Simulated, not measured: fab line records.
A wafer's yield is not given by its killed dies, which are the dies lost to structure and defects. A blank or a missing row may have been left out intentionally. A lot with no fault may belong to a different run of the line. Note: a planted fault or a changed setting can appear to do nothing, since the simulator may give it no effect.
Which of the tools did it? / flow nandHarc / 12 lots with 36 wafers sampled at 5 steps, on a route of 1159 steps

== WHAT EACH GAUGE READ, for each wafer ==
NHARC_P_M0_THK_MEAS_24: measures by xrf. Usual: thkNm reads 117.0 nm (standard deviation 1.3).
lot=L341; measured=day 6 00:55; on=filmMetro-02; thkNm (nm)=120.0 117.3 117.2; flag=
lot=L342; measured=day 6 06:25; on=filmMetro-02; thkNm (nm)=114.3 117.3 118.1; flag=
lot=L344; measured=day 7 03:01; on=filmMetro-02; thkNm (nm)=116.3 119.2 114.3; flag=
lot=L345; measured=day 7 03:41; on=filmMetro-01; thkNm (nm)=114.6 115.7 115.4; flag=
lot=L346; measured=day 7 08:12; on=filmMetro-01; thkNm (nm)=116.8 118.1 118.9; flag=
lot=L347; measured=day 7 09:10; on=filmMetro-02; thkNm (nm)=118.2 115.2 118.0; flag=
lot=L348; measured=day 7 17:59; on=filmMetro-02; thkNm (nm)=115.9 118.3 115.6; flag=
lot=L352; measured=day 9 08:22; on=filmMetro-01; thkNm (nm)=118.0 118.8 115.7; flag=
lot=L354; measured=day 9 23:42; on=filmMetro-02; thkNm (nm)=117.4 118.1 115.0; flag=
lot=L360; measured=day 10 17:02; on=filmMetro-01; thkNm (nm)=115.2 116.6 113.5; flag=
lot=L362; measured=day 10 21:05; on=filmMetro-02; thkNm (nm)=119.2 117.1 117.0; flag=
lot=L361; measured=day 10 21:29; on=filmMetro-02; thkNm (nm)=117.4 118.3 116.2; flag=

NHARC_END_SORT_01. Usual: defectLimitedYield 95.3 %, standard deviation 1.7; killedAtArray 28, standard deviation 11; killedAtOther 0.5, standard deviation 0.85; killedAtPeriphery 2.7, standard deviation 1.9; killedDies 32, standard deviation 12; killedOpen 3.3, standard deviation 1.6; killedShort 2.1, standard deviation 1.5; sort_bin_2_pct 1.5 %, standard deviation 0.71; sort_bin_3_pct 0.25 %, standard deviation 0.23; sort_bin_4_pct 3.0 %, standard deviation 1.1; sortNPass 645, standard deviation 12; sortRimYieldPct 95 %, standard deviation 3.1; sortYieldPct 95.3 %, standard deviation 1.7.
lot=L342; measured=day 20 11:18; on=prober-01; defectLimitedYield (%)=96.6 96.8 96.2; killedAtArray=19 19 23; killedAtOther=0 1 0; killedAtPeriphery=4 2 3; killedDies=23 22 26; killedOpen=3 4 1; killedShort=2 3 3; sort_bin_2_pct (%)=1.5 1.3 0.7; sort_bin_3_pct (%)=0.30 0.15 0.15; sort_bin_4_pct (%)=1.6 1.8 3.0; sortNPass=654 655 651; sortRimYieldPct (%)=94 98 98; sortYieldPct (%)=96.6 96.8 96.2; flag=
lot=L344; measured=day 21 00:32; on=prober-01; defectLimitedYield (%)=97.2 96.2 96.6; killedAtArray=15 24 20; killedAtOther=0 0 0; killedAtPeriphery=4 2 3; killedDies=19 26 23; killedOpen=6 3 1; killedShort=1 2 2; sort_bin_2_pct (%)=0.6 1.2 0.6; sort_bin_3_pct (%)=0 0.15 0.15; sort_bin_4_pct (%)=2.2 2.5 2.7; sortNPass=658 651 654; sortRimYieldPct (%)=95 93 96; sortYieldPct (%)=97.2 96.2 96.6; flag=
lot=L346; measured=day 20 16:41; on=prober-01; defectLimitedYield (%)=98.8 98.7 97.9; killedAtArray=8 6 12; killedAtOther=0 0 0; killedAtPeriphery=0 3 2; killedDies=8 9 14; killedOpen=2 3 2; killedShort=2 0 1; sort_bin_2_pct (%)=0.1 0.3 0.9; sort_bin_3_pct (%)=0 0 0; sort_bin_4_pct (%)=1.0 1.0 1.2; sortNPass=669 668 663; sortRimYieldPct (%)=99 100 98; sortYieldPct (%)=98.8 98.7 97.9; flag=
lot=L347; measured=day 20 18:32; on=prober-02; defectLimitedYield (%)=96.5 95.7 95.3; killedAtArray=24 25 30; killedAtOther=0 0 0; killedAtPeriphery=0 4 2; killedDies=24 29 32; killedOpen=1 4 4; killedShort=0 2 2; sort_bin_2_pct (%)=1.2 1.5 2.4; sort_bin_3_pct (%)=0.15 0.44 0; sort_bin_4_pct (%)=2.2 2.4 2.4; sortNPass=653 648 645; sortRimYieldPct (%)=94 95 96; sortYieldPct (%)=96.5 95.7 95.3; flag=
lot=L348; measured=day 21 03:10; on=prober-02; defectLimitedYield (%)=96.6 95.9 95.3; killedAtArray=21 27 28; killedAtOther=1 1 0; killedAtPeriphery=1 0 4; killedDies=23 28 32; killedOpen=6 3 2; killedShort=0 3 1; sort_bin_2_pct (%)=1.5 1.3 1.3; sort_bin_3_pct (%)=0 0.15 0.30; sort_bin_4_pct (%)=1.9 2.7 3.1; sortNPass=654 649 645; sortRimYieldPct (%)=94 93 92; sortYieldPct (%)=96.6 95.9 95.3; flag=
lot=L352; measured=day 22 16:40; on=prober-02; defectLimitedYield (%)=91.6 96.6 94.5; killedAtArray=37 20 28; killedAtOther=1 2 4; killedAtPeriphery=19 1 5; killedDies=57 23 37; killedOpen=4 1 2; killedShort=1 1 3; sort_bin_2_pct (%)=3.4 1.0 1.5; sort_bin_3_pct (%)=0.15 0.15 0.15; sort_bin_4_pct (%)=4.9 2.2 3.8; sortNPass=620 654 640; sortRimYieldPct (%)=85 93 95; sortYieldPct (%)=91.6 96.6 94.5; flag=

== TOOL THAT RAN EACH LOT (tool first, then ch and the chambers of the sampled wafers, then the start) ==
lot=L341; NHARC_P_M0_CMP_23=cmp-03 ch 1,3, day 6 00:38; NHARC_P_M1_ETCH_15=rieDiel-10 ch 0,1,2, day 6 02:44; NHARC_P_M1_DEGAS_29=pvdSputter-01, day 6 03:36
lot=L342; NHARC_P_M0_CMP_23=cmp-04 ch 0,2,3, day 6 06:11; NHARC_P_M1_ETCH_15=rieDiel-12 ch 0,1, day 6 08:20; NHARC_P_M1_DEGAS_29=pvdSputter-02, day 6 09:11
lot=L344; NHARC_P_M0_CMP_23=cmp-04 ch 0,1, day 7 02:44; NHARC_P_M1_ETCH_15=rieDiel-07 ch 2,3, day 7 04:56; NHARC_P_M1_DEGAS_29=pvdSputter-03, day 7 05:47
lot=L345; NHARC_P_M0_CMP_23=cmp-04 ch 0,1,3, day 7 03:22; NHARC_P_M1_ETCH_15=rieDiel-12 ch 0,1,3, day 7 05:35; NHARC_P_M1_DEGAS_29=pvdSputter-03, day 7 06:26
lot=L346; NHARC_P_M0_CMP_23=cmp-01 ch 0,2,3, day 7 07:53; NHARC_P_M1_ETCH_15=rieDiel-12 ch 0,1,3, day 7 10:09; NHARC_P_M1_DEGAS_29=pvdSputter-03, day 7 11:01
lot=L347; NHARC_P_M0_CMP_23=cmp-01 ch 0,1,3, day 7 08:56; NHARC_P_M1_ETCH_15=rieDiel-07 ch 0,1, day 7 11:04; NHARC_P_M1_DEGAS_29=pvdSputter-03, day 7 12:00
lot=L348; NHARC_P_M0_CMP_23=cmp-03 ch 0,1, day 7 17:41; NHARC_P_M1_ETCH_15=rieDiel-07 ch 2,3, day 7 19:49; NHARC_P_M1_DEGAS_29=pvdSputter-02, day 7 20:39
lot=L352; NHARC_P_M0_CMP_23=cmp-01 ch 0,1,2, day 9 08:04; NHARC_P_M1_ETCH_15=rieDiel-07 ch 0,1,3, day 9 10:29; NHARC_P_M1_DEGAS_29=pvdSputter-03, day 9 11:19
lot=L354; NHARC_P_M0_CMP_23=cmp-04 ch 0,2,3, day 9 23:25; NHARC_P_M1_ETCH_15=rieDiel-10 ch 0,1,3, day 10 01:28; NHARC_P_M1_DEGAS_29=pvdSputter-03, day 10 02:18
lot=L360; NHARC_P_M0_CMP_23=cmp-03 ch 1,2,3, day 10 16:47; NHARC_P_M1_ETCH_15=rieDiel-10 ch 0,1,3, day 10 19:07; NHARC_P_M1_DEGAS_29=pvdSputter-01, day 10 20:29
lot=L362; NHARC_P_M0_CMP_23=cmp-03 ch 0,3, day 10 20:46; NHARC_P_M1_ETCH_15=rieDiel-12 ch 0,1,2, day 10 23:01; NHARC_P_M1_DEGAS_29=pvdSputter-01, day 10 23:52
lot=L361; NHARC_P_M0_CMP_23=cmp-01 ch 0,1, day 10 21:10; NHARC_P_M1_ETCH_15=rieDiel-12 ch 2,3, day 10 23:34; NHARC_P_M1_DEGAS_29=pvdSputter-02, day 11 00:26
- NHARC_P_M0_CMP_23: polishes, t overpolish 20 s, target thk 117.53 nm.
- NHARC_P_M1_ETCH_15: etches the open film in C4F8/Ar, target depth 182.5 nm, time 91.2 s.
- NHARC_P_M1_DEGAS_29: time 60 s.

== WHAT THE TOOLS THEMSELVES READ (means of the sampled wafers that have a number; where no wafer has one, the mark that the record gives instead) ==
NHARC_P_M0_CMP_23. Usual: motorCurrentA 12.0 A, standard deviation 0.81; slurryFilterDpKPa 13.49 kPa, standard deviation 0.14; timeToEndpointS 28.1 s, standard deviation 2.5.
lot=L341; tool=cmp-03; motorCurrentA (A)=12.1; slurryFilterDpKPa (kPa)=13.58; timeToEndpointS (s)=27.7; flag=
lot=L342; tool=cmp-04; motorCurrentA (A)=11.8; slurryFilterDpKPa (kPa)=13.41; timeToEndpointS (s)=26.8; flag=
lot=L344; tool=cmp-04; motorCurrentA (A)=11.2; slurryFilterDpKPa (kPa)=13.43; timeToEndpointS (s)=27.9; flag=
lot=L345; tool=cmp-04; motorCurrentA (A)=11.6; slurryFilterDpKPa (kPa)=13.48; timeToEndpointS (s)=27.3; flag=
lot=L346; tool=cmp-01; motorCurrentA (A)=11.4; slurryFilterDpKPa (kPa)=13.44; timeToEndpointS (s)=29.5; flag=
lot=L347; tool=cmp-01; motorCurrentA (A)=12.5; slurryFilterDpKPa (kPa)=13.54; timeToEndpointS (s)=29.6; flag=
lot=L348; tool=cmp-03; motorCurrentA (A)=12.2; slurryFilterDpKPa (kPa)=13.69; timeToEndpointS (s)=25.9; flag=
lot=L352; tool=cmp-01; motorCurrentA (A)=12.3; slurryFilterDpKPa (kPa)=13.54; timeToEndpointS (s)=29.5; flag=
lot=L354; tool=cmp-04; motorCurrentA (A)=11.6; slurryFilterDpKPa (kPa)=13.55; timeToEndpointS (s)=31.4; flag=
lot=L360; tool=cmp-03; motorCurrentA (A)=11.7; slurryFilterDpKPa (kPa)=13.22; timeToEndpointS (s)=30.9; flag=
lot=L362; tool=cmp-03; motorCurrentA (A)=12.0; slurryFilterDpKPa (kPa)=13.45; timeToEndpointS (s)=30.3; flag=
lot=L361; tool=cmp-01; motorCurrentA (A)=13.0; slurryFilterDpKPa (kPa)=13.47; timeToEndpointS (s)=27.6; flag=

NHARC_P_M1_ETCH_15. Usual: oesProductAu 0.958 a.u., standard deviation 0.022; rfVppV 442 V, standard deviation 3.3; runLengthS 112.5 s, standard deviation 0.35.
lot=L341; tool=rieDiel-10; oesProductAu (a.u.)=0.929; rfVppV (V)=440; runLengthS (s)=112.5; flag=
lot=L342; tool=rieDiel-12; oesProductAu (a.u.)=0.976; rfVppV (V)=446; runLengthS (s)=112.5; flag=
lot=L344; tool=rieDiel-07; oesProductAu (a.u.)=0.963; rfVppV (V)=441; runLengthS (s)=112.7; flag=
lot=L345; tool=rieDiel-12; oesProductAu (a.u.)=0.919; rfVppV (V)=442; runLengthS (s)=112.5; flag=
lot=L346; tool=rieDiel-12; oesProductAu (a.u.)=0.934; rfVppV (V)=443; runLengthS (s)=112.8; flag=
lot=L347; tool=rieDiel-07; oesProductAu (a.u.)=0.936; rfVppV (V)=441; runLengthS (s)=112.4; flag=
lot=L348; tool=rieDiel-07; oesProductAu (a.u.)=0.963; rfVppV (V)=441; runLengthS (s)=112.7; flag=
lot=L352; tool=rieDiel-07; oesProductAu (a.u.)=0.972; rfVppV (V)=440; runLengthS (s)=109.6; flag=OFF
lot=L354; tool=rieDiel-10; oesProductAu (a.u.)=0.976; rfVppV (V)=440; runLengthS (s)=112.5; flag=
lot=L360; tool=rieDiel-10; oesProductAu (a.u.)=0.933; rfVppV (V)=440; runLengthS (s)=112.6; flag=
lot=L362; tool=rieDiel-12; oesProductAu (a.u.)=0.954; rfVppV (V)=445; runLengthS (s)=112.4; flag=
lot=L361; tool=rieDiel-12; oesProductAu (a.u.)=0.971; rfVppV (V)=442; runLengthS (s)=112.1; flag=

NHARC_P_M1_DEGAS_29. Usual: heaterPowerW reads 328 W (standard deviation 36).
lot=L341; tool=pvdSputter-01; heaterPowerW (W)=349; flag=
lot=L342; tool=pvdSputter-02; heaterPowerW (W)=304; flag=
lot=L344; tool=pvdSputter-03; heaterPowerW (W)=319; flag=
lot=L345; tool=pvdSputter-03; heaterPowerW (W)=331; flag=
lot=L346; tool=pvdSputter-03; heaterPowerW (W)=318; flag=
lot=L347; tool=pvdSputter-03; heaterPowerW (W)=329; flag=
lot=L348; tool=pvdSputter-02; heaterPowerW (W)=331; flag=
lot=L352; tool=pvdSputter-03; heaterPowerW (W)=306; flag=
lot=L354; tool=pvdSputter-03; heaterPowerW (W)=317; flag=
lot=L360; tool=pvdSputter-01; heaterPowerW (W)=359; flag=
lot=L362; tool=pvdSputter-01; heaterPowerW (W)=357; flag=
lot=L361; tool=pvdSputter-02; heaterPowerW (W)=309; flag=

== THE ANSWER, worked out from the rows above alone ==
Rule: take the mean of a lot's wafers that have a number; if it is more than 3 standard deviations from the usual mean, the lot is off. A lot without any number at a reading at which 4 lots or more have one is off too. All remaining lots with rows at the step are treated as sound. The gauges are gone through in route order, then the tools' own readings, and for those a lot's mean is taken as printed above. The first step at which some lot is off is used, and at that step the reading that is off furthest; a lot without a number counts as furthest.
Off: L352 (NHARC_P_M1_ETCH_15, runLengthS).
A tool fits if, at that step or a process step before it, it ran every lot that is off, and no sound lot after the first of them. One fits: rieDiel-07 at NHARC_P_M1_ETCH_15. A fault onset in the window from L348 (day 7 19:49, its last sound lot) to L352 (day 9 10:29, its first lot off) fits.
The tool's own readings at NHARC_P_M1_ETCH_15 bear it out: on the lots that are off they differ by more than 5 times the standard deviation of the sound lots' means. runLengthS reads 109.6 s there against 112.5 s on the sound lots.

== WHAT THE SIMULATOR HAD INSERTED ==
rieDiel-07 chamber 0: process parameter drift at NHARC_P_M1_ETCH_15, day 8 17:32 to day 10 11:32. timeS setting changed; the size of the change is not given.
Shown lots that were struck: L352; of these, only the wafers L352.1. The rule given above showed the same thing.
